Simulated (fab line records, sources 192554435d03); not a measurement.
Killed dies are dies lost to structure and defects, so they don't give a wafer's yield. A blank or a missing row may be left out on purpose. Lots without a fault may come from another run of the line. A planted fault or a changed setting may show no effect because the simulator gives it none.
One fault seen from 3 desks | flow n5_finfet | each desk has only its own numbers; what lay behind them comes last

THE METROLOGY DESK
What the gauges read, lot by lot, whatever tool the lot ran on: means of the sampled wafers that have a number. A lot is out of limits, marked OUT, if its mean lies more than 4 standard deviations from the usual mean; the brackets give that distance. Of its 10 readings 7 are shown: those that lie furthest out on some lot.
Columns: A = DIBL_P at N5_BEOL_M4_RC_MEAS_101, usual 36.3 mV/V; B = IOFF_N at N5_BEOL_M4_RC_MEAS_101, usual 0.163 nA/um; C = IOFF_P at N5_BEOL_M4_RC_MEAS_101, usual 0.21 nA/um; D = ION_P at N5_BEOL_M4_RC_MEAS_101, usual 461 uA/um; E = SS_N at N5_BEOL_M4_RC_MEAS_101, usual 71.6 mV/dec; F = SS_P at N5_BEOL_M4_RC_MEAS_101, usual 73.3 mV/dec; G = VT_P at N5_BEOL_M4_RC_MEAS_101, usual -250 mV
lot  | first seen here | A    | B     | C    | D   | E    | F    | G
L652 | day 8 18:12     | 36.3 | 0.162 | 0.18 | 452 | 71.7 | 73.0 | -254
L653 | day 9 00:22     | 36.1 | 0.149 | 0.24 | 466 | 71.6 | 73.2 | -246
L654 | day 9 09:47     | 38.9 | 0.199 | 0.25 | 462 | 72.3 | 74.1 | -250
L656 | day 9 17:22     | 36.3 | 0.148 | 0.20 | 453 | 71.7 | 73.5 | -253
L667 | day 11 22:14    | 35.4 | 0.152 | 0.18 | 455 | 71.3 | 72.9 | -255
L668 | day 12 19:30    | 37.0 | 0.153 | 0.21 | 460 | 72.1 | 73.8 | -251
L671 | day 13 12:08    | 31.6 | 0.128 | 0.15 | 450 | 70.9 | 72.5 | -257
L670 | day 13 15:14    | 35.0 | 0.142 | 0.20 | 457 | 71.0 | 72.8 | -249
This desk's finding: nothing out of limits on any of the 8 lots.

THE TOOL OWNER'S DESK: cvd_co-02
The tool's own readings at N5_BEOL_M0_PRE_CLEAN_131 (time 15 s): means of the sampled wafers that have a number, for each lot that ran on this tool. A lot is out of limits, marked OUT, if its mean lies more than 4 standard deviations from the usual mean; the brackets give that distance.
Columns: A = heater_power_w at N5_BEOL_M0_PRE_CLEAN_131, usual 97 W
lot  | first seen here | A
L652 | day 6 18:07     | 93
L653 | day 7 00:42     | 92
L654 | day 7 07:56     | 101
L656 | day 7 16:09     | 84
L667 | day 10 09:37    | 94
L668 | day 10 15:56    | 92
This desk's finding: nothing out of limits on any of the 6 lots.

THE DEFECT DESK
What the inspections along the route counted, lot by lot: means of the sampled wafers that have a number. A lot is out of limits, marked OUT, if its mean lies more than 4 standard deviations from the usual mean; the brackets give that distance.
Columns: A = raw_defect_count at N5_BEOL_M0_INSPECT_127, usual 69; B = raw_defect_count at N5_BEOL_M1_INSPECT_13, usual 400; C = raw_defect_count at N5_BEOL_M1_INSPECT_30, usual 403
lot  | first seen here | A             | B               | C
L652 | day 6 18:22     | 98            | 354             | 334
L653 | day 7 00:56     | 61            | 341             | 395
L654 | day 7 08:10     | 69            | 469             | 431
L656 | day 7 16:24     | 508 (+23) OUT | 1058 (+7.7) OUT | 982 (+7.7) OUT
L667 | day 10 10:05    | 70            | 527             | 540
L668 | day 10 16:11    | 76            | 453             | 428
L670 | day 11 08:35    | 72            | 432             | 405
L671 | day 11 11:56    | 65            | 348             | 353
This desk's finding: out of limits on L656; first on L656, day 7 16:24 (raw_defect_count at N5_BEOL_M0_INSPECT_127). In limits: L652, L653, L654, L667, L668, L670, L671.

PUT TOGETHER
The defect desk could have raised an alarm at day 7 16:24, on L656.
The metrology desk saw nothing out of limits.
The tool owner's desk saw nothing out of limits.
The metrology desk has L656 on record, within its limits.
The tool owner's desk has L656 on record, within its limits.
Of the lots named, all ran N5_BEOL_M0_PRE_CLEAN_131 on cvd_co-02.

WHAT THE SIMULATOR HAD PUT IN
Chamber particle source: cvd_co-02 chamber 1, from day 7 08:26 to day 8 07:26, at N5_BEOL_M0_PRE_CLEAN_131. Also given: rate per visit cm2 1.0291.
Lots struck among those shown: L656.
Hours from the fault's start to each desk's first reading out of limits: the defect desk, 8.
